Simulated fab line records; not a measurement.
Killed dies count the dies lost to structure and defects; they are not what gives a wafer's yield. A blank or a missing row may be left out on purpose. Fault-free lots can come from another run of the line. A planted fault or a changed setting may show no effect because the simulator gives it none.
Matching of chambers + flow n5_finfet + N5_BEOL_M9_ETCH_66 on rie_diel-01 has 4 sister chambers
The step etches SOC in N2/H2, target depth 80 nm, overetch 16 nm, time 120 s. 4 wafers are shown with their chamber, then 7 later ones without.

== WAFERS, EACH WITH ITS CHAMBER ==
| wafer  | chamber | throttle_valve_pct (%) |
|--------|---------|------------------------|
| L085.1 | 1       | 17.83                  |
| L089.6 | 2       | 18.04                  |
| L091.1 | 3       | 18.07                  |
| L091.2 | 0       | 17.38                  |

== WAFERS MISSING THEIR CHAMBER ==
| wafer  | throttle_valve_pct (%) |
|--------|------------------------|
| L091.4 | 17.84                  |
| L097.2 | 17.39                  |
| L097.4 | 18.07                  |
| L097.5 | 18.06                  |
| L096.4 | 17.86                  |
| L096.5 | 17.40                  |
| L096.6 | 17.85                  |

== WHICH CHAMBER EACH WENT THROUGH ==
| wafer  | from the rows above     | in truth |
|--------|-------------------------|----------|
| L091.4 | 1                       | 1        |
| L097.2 | 0                       | 0        |
| L097.4 | can't be placed: 3 or 2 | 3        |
| L097.5 | can't be placed: 3 or 2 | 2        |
| L096.4 | 1                       | 1        |
| L096.5 | 0                       | 0        |
| L096.6 | 1                       | 1        |
Correctly placed: 5 of 7. Can't be placed from these rows: 2 (the true chamber is among the candidates in 2). Wrongly placed: 0.
How it was worked out, from the rows above alone: a wafer's distance from a chamber is the root of the sum, over the readings, of the square of ((its reading less the chamber's mean) divided by the reading's scatter). The wafer belongs to the nearest chamber; if the next one is less than 2 further off, it can't be placed. Each chamber's mean is taken over the wafers shown for it. The scatter: with one shown wafer a chamber, the root of the mean of the squares of how far each hidden wafer lies from its nearest shown one.
